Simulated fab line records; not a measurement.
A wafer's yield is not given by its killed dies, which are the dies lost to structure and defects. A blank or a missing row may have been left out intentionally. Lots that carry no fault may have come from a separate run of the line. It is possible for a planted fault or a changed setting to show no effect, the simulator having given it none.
Comparing a struck lot with a sound one ; flow n5Finfet ; 36 out of 1938 route steps
Sound: these wafers, L348.1, L348.4, L348.6. Wafers L338.2, L338.4, L338.5 were the ones struck. At the end, the cause is stated.
For every step that has rows: the tool of each side, followed by ch and its chambers, followed by its first start. Under that, the readings that differ: sound wafers ; struck wafers ; difference of the means ; sigmas: that difference in standard deviations of wafers without a fault.
alike: a reading whose means differ by less than 2 such deviations, as well as words and numbers matching on both sides. not compared: withheld readings; readings where some wafer has no value; bounds like >300 that might hide an equal value; numbers whose values overlap and for which the record gives no deviation.
Wherever a step has rows on one side only, a row that says differs or no value, or a row with sigmas, the two part there. Numbers that have no deviation but don't overlap get no sigmas and don't part them. A reading that every wafer of one side lacks parts them only if that side has two wafers or more.

first, 9 steps without rows for these wafers: N5_BEOL_M4_ANNEAL_95 (time 240 s); N5_BEOL_M4_SPUTTER_96 (material Cu, target thk 4.5 nm, time 8.29 s); N5_BEOL_M4_ECD_50 (material Cu, target thk 300 nm); N5_BEOL_M4_ANNEAL_51 (time 90 s); N5_BEOL_M4_CMP_52 (polishes, stops on SiOC, t overpolish 6.8 s, target thk 40 nm); N5_BEOL_M4_PRE_CLEAN_60 (time 15 s); N5_BEOL_M4_CO_CAP_55 (material Co, precursor CCTBA/H2, target thk 2 nm, time 102.1 s); N5_BEOL_M4_PRE_CLEAN_56 (time 15 s); N5_BEOL_M4_DEP_57 (deposits SiCN from 3MS/NH3, target thk 8 nm, time 14 s).
N5_BEOL_M4_RC_MEAS_101:
  sound on prober-02 ch 0, day 11 15:49; struck on prober-01 ch 0, day 9 03:20
  alike: DIBL_N, DIBL_P, IOFF_N, IOFF_P, ION_N, ION_P, SS_N, SS_P, VT_N, VT_P
then, 24 steps without rows for these wafers: N5_BEOL_M5_ILD_DEP_00 (deposits SiCOH lowk from DEMS/porogen, target thk 140.64 nm, time 25.9 s); N5_BEOL_M5_CURE_79 (cures SiCOH lowk, time 240 s); N5_BEOL_M5_PECVD_70 (deposits SiO2 from TEOS/O2, target thk 16 nm, time 18 s); N5_BEOL_M5_HM_DEP_02 (deposits TiN, target thk 20 nm); N5_BEOL_M5_COAT_59 (time 60 s, resist thk 60 nm); N5_BEOL_M5_COAT_60 (time 60 s, resist thk 12 nm); N5_BEOL_M5_COAT_71 (time 60 s, resist thk 5 nm); N5_BEOL_M5_COAT_05 (resist thk 30 nm); N5_BEOL_M5_EBR_07; N5_BEOL_M5_SOFTBAKE_06 (time 60 s); N5_BEOL_M5_EXPOSE_08 (exposes mask M5, target cd 28 nm); N5_BEOL_M5_PEB_09 (peb time 60 s); N5_BEOL_M5_DEVELOP_10 (develop time 30 s); N5_BEOL_M5_DESCUM_16 (chemistry O2, time 7 s); N5_BEOL_M5_ETCH_72 (etches underlayer in N2/H2, target depth 6.5 nm, time 5.2 s); N5_BEOL_M5_ETCH_61 (etches SiARC in CF4, target depth 15.6 nm, time 26 s); N5_BEOL_M5_ETCH_62 (etches SOC in N2/H2, target depth 75 nm, overetch 15 nm, time 112.5 s); N5_BEOL_M5_STRIP_63 (strips in N2/H2); N5_BEOL_M5_STRIP_73 (strips in N2/H2); N5_BEOL_M5_STRIP_64 (strips in CF4); N5_BEOL_M5_HM_OPEN_17 (chemistry Cl2/BCl3, target TiN, target depth 20 nm, overetch 6 nm); N5_BEOL_M5_STRIP_19 (strips in O2); N5_BEOL_M5_COAT_65 (time 60 s, resist thk 60 nm); N5_BEOL_M5_COAT_66 (time 60 s, resist thk 12 nm).
-- a jump in the record: the struck wafers' starts before and after are 2 days apart (it breaks off in module BEOL_M5 and resumes in module BEOL_M9, where the first step shown is number 1467 of the route) --
N5_BEOL_M9_DEP_56: deposits SiCN from 3MS/NH3, target thk 15 nm, time 26.5 s.
  sound on pecvd-02 ch 0,2, day 13 17:04; struck on pecvd-04 ch 1,2, day 11 10:56
  no value came back on the struck wafers for any of 5 readings (chamberPressureTorr (Torr), rfFwdPowerW (W) and others); on the sound wafers chamberPressureTorr (Torr) reads 2.998 2.995 2.994
-- here the record skips 2 days between the struck wafers' starts before and after, leaving off in module BEOL_M9 and picking up in module PASSIVATION (first step shown: number 1936 of the route) --
N5_PASSIVATION_PROBE_49:
  the record has rows for the struck wafers here (prober-02, day 13 21:35) and none for the sound ones

== WHERE THEY PART ==
Last at N5_PASSIVATION_PROBE_49 as far as this record goes, first at N5_BEOL_M9_DEP_56.

WHY: the cause the simulator had injected
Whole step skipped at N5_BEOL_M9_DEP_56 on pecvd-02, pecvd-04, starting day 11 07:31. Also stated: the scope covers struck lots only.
